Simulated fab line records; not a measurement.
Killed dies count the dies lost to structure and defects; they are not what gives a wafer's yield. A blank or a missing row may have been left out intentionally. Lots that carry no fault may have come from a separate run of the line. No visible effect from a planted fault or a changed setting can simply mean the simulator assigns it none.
Matching of chambers + flow n5-finfet + N5_BEOL_M0_SAQP_ETCH_106 on rie-diel-01: 4 sister chambers
The step etches SOC in N2/H2, stops on SiNx, target depth 150 nm. 18 wafers are shown with their chamber, then 9 later ones without.

== WAFERS, EACH WITH ITS CHAMBER ==
| wafer  | chamber | showerhead-plenum-p-Torr (Torr) | drypump-motor-current-A (A) | throttle-valve-pct (%) |
|--------|---------|---------------------------------|-----------------------------|------------------------|
| L074.1 | 0       | 2.72                            | 6.8                         | 17.76                  |
| L074.2 | 1       | 2.60                            | 5.5                         | 17.40                  |
| L074.6 | 0       | 2.72                            | 6.7                         | 17.75                  |
| L078.1 | 1       | 2.59                            | 5.5                         | 17.42                  |
| L078.2 | 0       | 2.72                            | 6.8                         | 17.76                  |
| L078.5 | 0       | 2.72                            | 6.7                         | 17.77                  |
| L080.1 | 0       | 2.71                            | 6.7                         | 17.77                  |
| L080.2 | 2       | 2.49                            | 5.3                         | 17.67                  |
| L080.6 | 2       | 2.49                            | 5.4                         | 17.67                  |
| L082.1 | 3       | 2.58                            | 5.2                         | 17.93                  |
| L082.3 | 1       | 2.59                            | 5.5                         | 17.42                  |
| L082.4 | 0       | 2.71                            | 6.7                         | 17.79                  |
| L083.4 | 0       | 2.71                            | 6.8                         | 17.79                  |
| L083.5 | 0       | 2.71                            | 6.7                         | 17.80                  |
| L083.6 | 3       | 2.58                            | 5.2                         | 17.93                  |
| L086.2 | 3       | 2.58                            | 5.2                         | 17.94                  |
| L086.4 | 1       | 2.59                            | 5.5                         | 17.44                  |
| L086.6 | 1       | 2.59                            | 5.5                         | 17.43                  |

SIGNATURES (averages over the wafers above)
| reading                  | chamber 0 | chamber 1 | chamber 2 | chamber 3 | scatter within a chamber |
|--------------------------|-----------|-----------|-----------|-----------|--------------------------|
| showerhead-plenum-p-Torr | 2.7150    | 2.5920    | 2.4900    | 2.5800    | 0.00447                  |
| drypump-motor-current-A  | 6.737     | 5.500     | 5.350     | 5.200     | 0.0412                   |
| throttle-valve-pct       | 17.7737   | 17.4220   | 17.6700   | 17.9333   | 0.015                    |
Rule: for each reading, subtract the chamber's mean from the wafer's reading, divide by that reading's scatter and square the result; add these up over the readings and take the root, which gives the wafer's distance from the chamber. The wafer belongs to the nearest chamber; if the next one is less than 2 further off, it can't be placed. The scatter: take each reading less its chamber's mean, square it, sum over the shown wafers, divide by the number of wafers less the number of chambers, and take the root.

== WAFERS MISSING THEIR CHAMBER ==
| wafer  | showerhead-plenum-p-Torr (Torr) | drypump-motor-current-A (A) | throttle-valve-pct (%) |
|--------|---------------------------------|-----------------------------|------------------------|
| L092.2 | 2.58                            | 5.5                         | 17.47                  |
| L092.3 | 2.57                            | 5.2                         | 17.96                  |
| L092.4 | 2.71                            | 6.7                         | 17.80                  |
| L094.2 | 2.48                            | 5.4                         | 17.70                  |
| L094.3 | 2.70                            | 6.8                         | 17.83                  |
| L094.5 | 2.48                            | 5.4                         | 17.70                  |
| L097.1 | 2.48                            | 5.4                         | 17.71                  |
| L097.3 | 2.58                            | 5.5                         | 17.49                  |
| L097.4 | 2.70                            | 6.8                         | 17.82                  |

== THE CHAMBER EACH PASSED THROUGH ==
| wafer  | from the rows above | in truth |
|--------|---------------------|----------|
| L092.2 | 1                   | 1        |
| L092.3 | 3                   | 3        |
| L092.4 | 0                   | 0        |
| L094.2 | 2                   | 2        |
| L094.3 | 0                   | 0        |
| L094.5 | 2                   | 2        |
| L097.1 | 2                   | 2        |
| L097.3 | 1                   | 1        |
| L097.4 | 0                   | 0        |
Correct placement for 9 of the 9. Not placeable from these rows: 0. Number placed wrongly: 0.
